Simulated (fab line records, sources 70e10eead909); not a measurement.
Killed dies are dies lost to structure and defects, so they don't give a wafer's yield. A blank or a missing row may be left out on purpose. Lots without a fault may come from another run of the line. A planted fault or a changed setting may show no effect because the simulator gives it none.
fab line records | flow nand_harc | part 1 of 2: steps 1 to 22 of 31
record lots=5 wafers=15 last_day=32
route steps=1302 shown A_STAIRCASE@818
lots that met no fault: from a run of the same line without faults
start_h: hours from the record's first day to the start of the lot's first wafer shown | wait_h: hours since the lot's step before | " the same as in the row above | L1.1+2: a row that stands for several wafers | - no value, or no start given | * or withheld: withheld | < > ~ a bound
route shown NAME@n: a module of which the file shows steps, and the number in the route of the first | usual: mean/standard deviation of fault-free wafers | same: alike in all rows | chamber/n: place in a boat | sites: the reading at each site | _std_site: their standard deviation | _edge_site: outer sites' mean less inner sites' | radius_mm: how far each site lies from the wafer's centre | mask NAME#n: copy n | behind: the tool/chamber that last shaped the wafer | hold: why the lot was held/for how many hours/how that ended | device: the transistor (n, p or np) that didn't switch | end of line: the same wafers' tests at the end of the route | a step without rows: its recipe alone | killed: dies lost to structure and defects at the first sort, not the wafer's yield | map: a wafer's dies, x killed, . not, _ none there
set.NAME: the setting as run; set.NAME@STEP: as run at that earlier step | model.NAME: the simulator's own value behind a step, which no gauge read
lots at some steps of the route; a table a step, a row a wafer
services: from which hour (start_h, from the record's first day; less than 0 if before it) a tool's chamber was out of use, for how many hours, and why
## steps
# step NHARC_A_STAIRCASE_HM_DEP_462
# recipe target_thk_a=8000 temp_c=400 material=aC
# usual throttle_valve_pct=35.000/0.0093
# columns lot.wafer tool chamber start_h wait_h throttle_valve_pct
L075.3 acl_dep-02 0 389.77 0.7 34.995
L075.4 " 0 " " 34.997
L075.6 " 0 " " 34.997
L081.1 acl_dep-03 0 447.06 0.1 35.002
L081.2 " 0 " " 35.017
L081.5 " 0 " " 34.975
L086.4 acl_dep-01 0 491.72 4.9 34.996
L086.5 " 0 " " 34.988
L086.6 " 0 " " 35.004
L091.2 acl_dep-03 0 538.09 0.4 34.985
L091.3 " 0 " " 34.982
L091.4 " 0 " " 34.988
L094.1 acl_dep-01 0 585.07 0.5 35.010
L094.2 " 0 " " 34.996
L094.5 " 0 " " 34.997
# step NHARC_A_STAIRCASE_DEP_301
# recipe target_thk_a=300 target_thk_nm=30 temp_c=400 pressure_torr=3.5 flow_sccm=200 rf_w=350 material=SiON
# usual heater_power_w=738/78
# columns lot.wafer tool chamber start_h wait_h heater_power_w since_wet_clean_h
L075.3 pecvd-04 1 391.02 0.9 732 109
L075.4 " 1 " " 702 -
L075.6 " 0 " " 816 -
L081.1 pecvd-03 0 448.93 1.6 880 70
L081.2 " 1 " " 569 70
L081.5 " 2 " " 717 -
L086.4 pecvd-04 0 492.77 0.7 837 -
L086.6 " 1 " " 709 -
L086.5 " 2 " " 728 -
L091.3 pecvd-04 1 539.63 0.9 799 76
L091.2 " 2 " " 687 76
L091.4 " 2 " " 671 -
L094.1 pecvd-02 0 586.98 1.6 610 166
L094.2 " 1 " " 716 166
L094.5 " 0 " " 605 -
# step NHARC_A_STAIRCASE_DEHYDRATE_302
# recipe temp_c=150 time_s=120
# usual chill_plate_temp_C=23.01/0.099
# columns lot.wafer tool chamber start_h wait_h chill_plate_temp_C
L075.3 litho_track-05 0 391.29 0.2 22.92
L075.4 " 0 " " 22.87
L075.6 " 0 " " 23.01
L081.1 litho_track-07 0 449.20 0.2 23.21
L081.2 " 0 " " 23.17
L081.5 " 0 " " 23.06
L086.4 litho_track-05 0 492.95 0.2 23.15
L086.5 " 0 " " 22.97
L086.6 " 0 " " 23.00
L091.2 litho_track-07 0 539.90 0.2 23.07
L091.3 " 0 " " 22.91
L091.4 " 0 " " 22.99
L094.1 litho_track-02 0 587.23 0.2 23.14
L094.2 " 0 " " 23.00
L094.5 " 0 " " 23.00
# step NHARC_A_STAIRCASE_HMDS_303
# recipe time_s=30
# usual chill_plate_temp_C=23.00/0.098
# columns lot.wafer tool chamber start_h wait_h chill_plate_temp_C
L075.3 litho_track-05 0 - - 23.10
L075.4 " 0 " " 23.04
L075.6 " 0 " " 23.18
L081.1 litho_track-07 0 - - 23.04
L081.2 " 0 " " 23.15
L081.5 " 0 " " 22.99
L086.4 litho_track-05 0 - - 23.10
L086.5 " 0 " " 22.92
L086.6 " 0 " " 23.11
L091.2 litho_track-07 0 - - 23.02
L091.3 " 0 " " 23.12
L091.4 " 0 " " 23.02
L094.1 litho_track-02 0 - - 22.97
L094.2 " 0 " " 22.98
L094.5 " 0 " " 22.93
# step NHARC_A_STAIRCASE_COAT_304
# recipe spin_rpm=1200
# usual chill_plate_temp_C=23.00/0.11
# columns lot.wafer tool chamber start_h wait_h chill_plate_temp_C
L075.3 litho_track-05 0 - - 23.15
L075.4 " 0 " " 23.07
L075.6 " 0 " " 23.06
L081.1 litho_track-07 0 - - 23.11
L081.2 " 0 " " 22.94
L081.5 " 0 " " 23.01
L086.4 litho_track-05 0 - - 22.98
L086.5 " 0 " " 23.02
L086.6 " 0 " " 22.98
L091.2 litho_track-07 0 - - 22.80
L091.3 " 0 " " 22.92
L091.4 " 0 " " 23.02
L094.1 litho_track-02 0 - - 23.09
L094.2 " 0 " " 22.84
L094.5 " 0 " " 23.01
# step NHARC_A_STAIRCASE_SOFTBAKE_305
# recipe temp_c=135 time_s=170
# usual chill_plate_temp_C=23.01/0.091
# columns lot.wafer tool chamber start_h wait_h chill_plate_temp_C
L075.3 litho_track-05 0 - - 22.95
L075.4 " 0 " " 22.98
L075.6 " 0 " " 23.09
L081.1 litho_track-07 0 - - 23.03
L081.2 " 0 " " 23.21
L081.5 " 0 " " 23.12
L086.4 litho_track-05 0 - - 22.99
L086.5 " 0 " " 22.88
L086.6 " 0 " " 22.99
L091.2 litho_track-07 0 - - 22.82
L091.3 " 0 " " 22.95
L091.4 " 0 " " 22.90
L094.1 litho_track-02 0 - - 22.98
L094.2 " 0 " " 23.17
L094.5 " 0 " " 23.13
# step NHARC_A_STAIRCASE_EBR_306
# usual chill_plate_temp_C=23.02/0.12
# columns lot.wafer tool chamber start_h wait_h chill_plate_temp_C
L075.3 litho_track-05 0 - - 23.03
L075.4 " 0 " " 23.04
L075.6 " 0 " " 23.09
L081.1 litho_track-07 0 - - 23.14
L081.2 " 0 " " 23.16
L081.5 " 0 " " 23.05
L086.4 litho_track-05 0 - - 23.01
L086.5 " 0 " " 23.16
L086.6 " 0 " " 22.98
L091.2 litho_track-07 0 - - 22.99
L091.3 " 0 " " 22.98
L091.4 " 0 " " 22.96
L094.1 litho_track-02 0 - - 23.03
L094.2 " 0 " " 22.91
L094.5 " 0 " " 22.95
# step NHARC_A_STAIRCASE_EXPOSE_307
# recipe na=0.5 dose_mj=45.72 mask_id=CHOP_50
# columns lot.wafer tool chamber start_h wait_h mask
L075.3+4+6 krf_scanner-01 0 391.64 - CHOP_50#0
L081.1+2+5 krf_scanner-01 0 449.54 - CHOP_50#0
L086.4+5+6 krf_scanner-01 0 493.30 - CHOP_50#0
L091.2+3+4 krf_scanner-01 0 540.11 - CHOP_50#0
L094.1+2+5 krf_scanner-03 0 587.43 - CHOP_50#0
# step NHARC_A_STAIRCASE_PEB_308
# recipe peb_temp_c=115 peb_time_s=130
# usual chill_plate_temp_C=23.00/0.11
# columns lot.wafer tool chamber start_h wait_h chill_plate_temp_C
L075.3 litho_track-02 0 391.69 0.1 22.94
L075.4 " 0 " " 22.95
L075.6 " 0 " " 23.01
L081.1 litho_track-05 0 449.61 0.1 23.07
L081.2 " 0 " " 23.31
L081.5 " 0 " " 23.14
L086.4 litho_track-02 0 493.35 0.0 23.02
L086.5 " 0 " " 23.04
L086.6 " 0 " " 23.06
L091.2 litho_track-05 0 540.17 0.1 22.94
L091.3 " 0 " " 23.02
L091.4 " 0 " " 23.01
L094.1 litho_track-05 0 587.50 0.1 22.78
L094.2 " 0 " " 22.92
L094.5 " 0 " " 22.86
# step NHARC_A_STAIRCASE_DEVELOP_309
# recipe time_s=140
# usual chill_plate_temp_C=23.02/0.1
# columns lot.wafer tool chamber start_h wait_h chill_plate_temp_C
L075.3 litho_track-02 0 - - 22.99
L075.4 " 0 " " 23.01
L075.6 " 0 " " 22.89
L081.1 litho_track-05 0 - - 23.21
L081.2 " 0 " " 23.10
L081.5 " 0 " " 23.24
L086.4 litho_track-02 0 - - 22.90
L086.5 " 0 " " 22.83
L086.6 " 0 " " 23.09
L091.2 litho_track-05 0 - - 22.89
L091.3 " 0 " " 22.85
L091.4 " 0 " " 22.92
L094.1 litho_track-05 0 - - 23.07
L094.2 " 0 " " 23.14
L094.5 " 0 " " 22.85
# step NHARC_A_STAIRCASE_HARDBAKE_311
# recipe temp_c=120 time_s=140
# usual chill_plate_temp_C=22.98/0.11
# columns lot.wafer tool chamber start_h wait_h chill_plate_temp_C
L075.3 litho_track-05 0 391.93 - 22.84
L075.4 " 0 " " 22.93
L075.6 " 0 " " 22.94
L081.1 litho_track-05 0 449.82 - 22.75
L081.2 " 0 " " 22.87
L081.5 " 0 " " 23.03
L086.4 litho_track-07 0 493.58 - 22.83
L086.5 " 0 " " 22.98
L086.6 " 0 " " 22.97
L091.2 litho_track-07 0 540.40 - 22.88
L091.3 " 0 " " 22.89
L091.4 " 0 " " 22.96
L094.1 litho_track-02 0 587.72 - 22.99
L094.2 " 0 " " 22.92
L094.5 " 0 " " 23.01
# step NHARC_A_STAIRCASE_DESCUM_312
# recipe time_s=3 o2_flow_sccm=200 ar_flow_sccm=0 bias_power_w=0 chemistry=O2
# usual drypump_motor_current_A=5.8/0.48 oes_product_au=1.002/0.015 rf_vpp_V=57.7/0.86 showerhead_plenum_p_Torr=1.88/0.09 throttle_valve_pct=11.311/0.0084
# columns lot.wafer tool chamber start_h wait_h drypump_motor_current_A oes_product_au rf_hours_counter_h rf_vpp_V showerhead_plenum_p_Torr throttle_valve_pct
L075.3 rie_diel-04 3 392.02 - 6.6 1.009 7 58.1 1.97 11.302
L075.4 " 0 " " 5.3 0.991 8 57.9 1.79 11.316
L075.6 " 2 " " 5.8 1.022 - 58.2 1.80 11.321
L081.1 rie_diel-10 1 449.92 - 5.2 0.997 7 57.0 1.98 11.306
L081.2 " 3 " " 6.1 0.981 5 58.2 1.90 11.311
L081.5 " 0 " " 6.2 0.973 - 57.9 1.78 11.321
L086.4 rie_diel-04 0 493.68 - 5.4 0.993 42 57.9 1.78 11.312
L086.5 " 0 " " 5.3 0.985 - 57.8 1.78 11.310
L086.6 " 1 " " 6.6 1.006 - 57.4 1.95 11.307
L091.2 rie_diel-10 2 541.46 - 5.5 1.014 36 57.8 1.77 11.304
L091.4 " 3 " " 6.1 0.983 43 58.5 1.89 11.300
L091.3 " 0 " " 6.1 0.985 44 57.3 1.77 11.320
L094.2 rie_diel-10 1 587.82 - 5.2 0.985 52 59.5 1.96 11.329
L094.1 " 2 " " 5.5 1.013 51 57.5 1.76 11.298
L094.5 " 0 " " 6.1 0.986 - 57.2 1.76 11.308
# step NHARC_A_STAIRCASE_ETCH_313
# recipe cf4_flow_sccm=100 chf3_flow_sccm=30 ar_flow_sccm=0 rf_w=500 bias_w=200 chemistry=CF4/CHF3
# usual chf3_flow_sccm=30.00/0.084 drypump_motor_current_A=5.8/0.48 oes_product_au=0.931/0.018 rf_vpp_V=369.7/2.5 showerhead_plenum_p_Torr=1.55/0.068 throttle_valve_pct=16.803/0.0086
# columns lot.wafer tool chamber start_h wait_h chf3_flow_sccm drypump_motor_current_A oes_product_au rf_hours_counter_h rf_vpp_V showerhead_plenum_p_Torr throttle_valve_pct
L075.3 rie_diel-04 1 392.10 0.1 29.95 6.6 0.927 8 370.6 1.61 16.781
L075.4 " 3 " " 30.06 6.6 0.935 7 373.1 1.62 16.809
L075.6 " 2 " " 29.98 5.7 0.941 - 368.8 1.48 16.800
L081.2 rie_diel-10 0 450.01 0.1 30.13 6.1 0.908 6 366.0 1.47 16.798
L081.1 " 2 " " 29.96 5.6 0.936 6 366.8 1.47 16.808
L081.5 " 3 " " 30.00 6.1 0.920 - 371.6 1.57 16.820
L086.4 rie_diel-04 0 493.80 0.1 30.00 5.3 0.914 42 367.5 1.47 16.799
L086.5 " 2 " " 30.05 5.8 0.951 - 366.5 1.47 16.786
L086.6 " 3 " " 30.06 6.6 0.941 - 372.5 1.61 16.781
L091.3 rie_diel-10 3 541.68 0.2 30.01 6.1 0.919 43 370.2 1.56 16.802
L091.4 " 0 " " 30.05 6.1 0.915 44 366.8 1.46 16.809
L091.2 " 1 " " 29.92 5.2 0.919 36 372.1 1.62 16.789
L094.2 rie_diel-10 3 587.90 0.1 30.00 6.1 0.914 61 369.3 1.55 16.792
L094.1 " 0 " " 30.11 6.1 0.909 61 366.6 1.46 16.804
L094.5 " 3 " " 30.03 6.1 0.921 - 369.4 1.55 16.813
# step NHARC_A_STAIRCASE_HM_OPEN_463
# recipe o2_flow_sccm=400 cos_flow_sccm=20 ar_flow_sccm=0 rf_w=500 bias_w=300 chemistry=O2/COS
# usual drypump_motor_current_A=5.8/0.49 oes_product_au=0.999/0.014 rf_vpp_V=466/3.1 showerhead_plenum_p_Torr=3.07/0.14 throttle_valve_pct=28.331/0.0099
# columns lot.wafer tool chamber start_h wait_h drypump_motor_current_A oes_product_au rf_hours_counter_h rf_vpp_V showerhead_plenum_p_Torr throttle_valve_pct
L075.3 rie_diel-04 1 - - 6.6 1.011 9 469 3.19 28.338
L075.4 " 3 " " 6.6 1.008 7 467 3.21 28.329
L075.6 " 1 " " 6.6 1.005 - 470 3.20 28.330
L081.1 rie_diel-10 0 - - 6.2 0.976 6 462 2.91 28.341
L081.2 " 1 " " 5.2 1.003 7 470 3.22 28.344
L081.5 " 3 " " 6.1 0.974 - 467 3.11 28.311
L086.4 rie_diel-04 0 - - 5.3 0.986 42 463 2.92 28.334
L086.6 " 3 " " 6.6 1.007 - 469 3.19 28.328
L086.5 " 0 " " 5.4 0.974 - 464 2.92 28.321
L091.3 rie_diel-10 0 - - 6.2 0.983 44 462 2.90 28.341
L091.2 " 1 " " 5.2 0.975 36 469 3.21 28.336
L091.4 " 2 " " 5.5 1.004 36 461 2.89 28.323
L094.2 rie_diel-10 0 - - 6.2 0.985 61 461 2.89 28.343
L094.1 " 2 " " 5.5 1.001 51 462 2.89 28.331
L094.5 " 1 " " 5.1 0.994 - 470 3.20 28.337
# step NHARC_A_STAIRCASE_STRIP_464
# recipe o2_flow_sccm=400 cos_flow_sccm=20 ar_flow_sccm=0 bias_w=0 chemistry=O2/COS
# columns lot.wafer tool chamber start_h wait_h
L075.4+3+6 rie_diel-04 2,0,1 - -
L081.1+2+5 rie_diel-10 0,2,0 - -
L086.4+6+5 rie_diel-04 0,3,0 - -
L091.2+4+3 rie_diel-10 0,1,2 - -
L094.1+2+5 rie_diel-10 2,0,2 - -
# step NHARC_A_STAIRCASE_ETCH_453
# recipe target_depth_a=300 overetch_a=30 time_s=16.5 ion_energy_ev=100 cf4_flow_sccm=80 o2_flow_sccm=20 ar_flow_sccm=0 rf_w=300 bias_w=100 chemistry=CF4/O2
# usual drypump_motor_current_A=5.8/0.48 oes_product_au=1.002/0.014 rf_vpp_V=197.1/1.5 showerhead_plenum_p_Torr=1.31/0.059 throttle_valve_pct=13.398/0.0092
# columns lot.wafer tool chamber start_h wait_h drypump_motor_current_A oes_product_au rf_hours_counter_h rf_vpp_V showerhead_plenum_p_Torr throttle_valve_pct
L075.3 rie_diel-04 2 - - 5.8 1.025 7 195.7 1.26 13.397
L075.4 " 0 " " 5.3 0.991 8 197.1 1.25 13.399
L075.6 " 1 " " 6.6 1.003 - 198.5 1.37 13.408
L081.2 rie_diel-10 2 - - 5.6 1.022 6 194.5 1.24 13.383
L081.1 " 0 " " 6.1 0.978 6 196.3 1.24 13.407
L081.5 " 3 " " 6.1 0.984 - 197.8 1.33 13.398
L086.4 rie_diel-04 0 - - 5.3 0.981 42 194.3 1.25 13.400
L086.5 " 1 " " 6.5 1.006 - 198.4 1.36 13.408
L086.6 " 2 " " 5.8 1.021 - 197.4 1.25 13.411
L091.3 rie_diel-10 0 - - 6.2 0.998 44 195.5 1.23 13.399
L091.4 " 1 " " 5.2 0.985 36 199.6 1.37 13.394
L091.2 " 3 " " 6.1 1.000 44 196.8 1.32 13.410
L094.1 rie_diel-10 2 - - 5.6 1.007 51 194.9 1.23 13.405
L094.2 " 0 " " 6.1 0.987 61 194.0 1.23 13.384
L094.5 " 1 " " 5.2 0.994 - 197.3 1.37 13.403
# step NHARC_A_STAIRCASE_ETCH_315
# recipe target_depth_a=25000 time_s=607.1 ion_energy_ev=800 c4f8_flow_sccm=80 o2_flow_sccm=60 ar_flow_sccm=withheld rf_w=600 bias_w=3000 chemistry=C4F8/O2/Ar
# usual oes_product_au=0.933/0.013 rf_vpp_V=1822/11
# columns lot.wafer tool chamber start_h wait_h oes_product_au rf_hours_counter_h rf_vpp_V
L075.3 rie_diel-04 0 - - 0.911 8 1811
L075.4 " 1 " " 0.939 9 1833
L075.6 " 3 " " 0.949 - 1834
L081.2 rie_diel-10 0 - - 0.915 6 1810
L081.1 " 2 " " 0.946 6 1808
L081.5 " 1 " " 0.937 - 1835
L086.4 rie_diel-04 3 - - 0.943 44 1832
L086.6 " 1 " " 0.930 - 1832
L086.5 " 2 " " 0.955 - 1811
L091.2 rie_diel-10 2 - - 0.956 36 1808
L091.4 " 3 " " 0.928 44 1824
L091.3 " 0 " " 0.915 44 1807
L094.1 rie_diel-10 2 - - 0.937 52 1807
L094.2 " 3 " " 0.939 61 1824
L094.5 " 1 " " 0.922 - 1834
# step NHARC_A_STAIRCASE_STRIP_316
# recipe o2_flow_sccm=500 ar_flow_sccm=0 bias_w=0 chemistry=O2
# usual drypump_motor_current_A=5.8/0.48 oes_product_au=1.000/0.015 rf_vpp_V=57.5/0.82 showerhead_plenum_p_Torr=3.47/0.15 throttle_valve_pct=17.036/0.0079
# columns lot.wafer tool chamber start_h wait_h drypump_motor_current_A oes_product_au rf_hours_counter_h rf_vpp_V showerhead_plenum_p_Torr throttle_valve_pct
L075.4 rie_diel-04 3 - - 6.6 1.010 7 56.8 3.62 17.037
L075.3 " 0 " " 5.3 0.987 8 58.2 3.32 17.041
L075.6 " 2 " " 5.8 1.026 - 56.6 3.33 17.032
L081.2 rie_diel-10 3 - - 6.1 0.989 6 57.2 3.51 17.033
L081.1 " 0 " " 6.2 0.984 7 55.5 3.30 17.036
L081.5 " 0 " " 6.2 0.979 - 56.9 3.30 17.035
L086.4 rie_diel-04 1 - - 6.6 1.005 - 58.1 3.59 17.018
L086.6 " 2 " " 5.7 1.015 - 57.0 3.31 17.040
L086.5 " 0 " " 5.3 0.996 - 56.3 3.30 17.031
L091.3 rie_diel-10 3 - - 6.1 0.986 44 57.6 3.49 17.031
L091.4 " 1 " " 5.2 0.974 36 59.5 3.62 17.029
L091.2 " 2 " " 5.6 1.004 36 57.4 3.27 17.025
L094.1 rie_diel-10 0 - - 6.1 0.985 61 57.4 3.27 17.036
L094.2 " 2 " " 5.6 0.997 52 56.6 3.26 17.036
L094.5 " 0 " " 6.2 0.972 - 56.7 3.27 17.031
# step NHARC_A_STAIRCASE_STRIP_317
# recipe time_s=900 temp_c=130 chemistry=SPM
# usual temp_c=130.00/0.14
# columns lot.wafer tool chamber start_h wait_h temp_c
L075.3 wet_bench-05 3 393.35 - 130.21
L075.4 " 6 " " 129.82
L075.6 " 7 " " 130.01
L081.1 wet_bench-01 2 451.26 - 130.00
L081.2 " 3 " " 130.13
L081.5 " 6 " " 129.89
L086.6 wet_bench-05 2 495.13 - 130.09
L086.4 " 5 " " 130.07
L086.5 " 6 " " 130.06
L091.3 wet_bench-01 6 542.99 - 129.96
L091.2 " 0 " " 130.08
L091.4 " 1 " " 130.19
L094.1 wet_bench-01 4 589.14 - 129.93
L094.2 " 6 " " 130.09
L094.5 " 1 " " 130.08
# step NHARC_A_STAIRCASE_PRECLEAN_318
# recipe time_s=* temp_c=50 bath_age_min=0 chemistry=SC1
# usual temp_c=49.99/0.12
# columns lot.wafer tool chamber start_h wait_h temp_c
L075.3 wet_bench-05 3 - - 49.96
L075.4 " 6 " " 49.99
L075.6 " 7 " " 50.08
L081.1 wet_bench-01 2 - - 49.98
L081.2 " 3 " " 50.12
L081.5 " 6 " " 49.97
L086.6 wet_bench-05 2 - - 50.01
L086.4 " 5 " " 49.96
L086.5 " 6 " " 49.88
L091.3 wet_bench-01 6 - - 49.69
L091.2 " 0 " " 50.06
L091.4 " 1 " " 50.20
L094.1 wet_bench-01 4 - - 50.00
L094.2 " 6 " " 50.08
L094.5 " 1 " " 50.10
# step NHARC_A_STAIRCASE_SRD_329
# columns lot.wafer tool chamber start_h wait_h
L075.3+4+6 wet_bench-05 3,6,7 - -
L081.1+2+5 wet_bench-01 2,3,6 - -
L086.6+4+5 wet_bench-05 2,5,6 - -
L091.3+2+4 wet_bench-01 6,0,1 - -
L094.1+2+5 wet_bench-01 4,6,1 - -
# step NHARC_A_STAIRCASE_ALD_415
# recipe target_thk_a=300 pulse_time_s=6 ald_cycles=300 temp_c=300 material=SiO2
# usual heater_power_w=451/46 precursor_pulse_height_rel=1.000/0.02
# columns lot.wafer tool chamber start_h wait_h heater_power_w precursor_pulse_height_rel since_wet_clean_h
L075.3 ald_hk-04 0 394.10 0.3 459 1.005 127
L075.4 " 1 " " 361 1.005 128
L075.6 " 0 " " 470 1.022 -
L081.1 ald_hk-02 0 451.78 0.1 510 0.992 92
L081.2 " 2 " " 529 1.036 92
L081.5 " 1 " " 418 1.005 -
L086.4 ald_hk-01 1 495.88 0.3 453 1.012 10
L086.5 " 0 " " 413 1.009 -
L086.6 " 1 " " 453 0.983 -
L091.3 ald_hk-04 2 543.51 0.1 412 0.980 99
L091.4 " 0 " " 453 0.973 99
L091.2 " 1 " " 361 1.012 99
L094.2 ald_hk-01 3 589.67 0.1 439 1.003 104
L094.1 " 2 " " 501 1.011 104
L094.5 " 3 " " 444 1.017 -
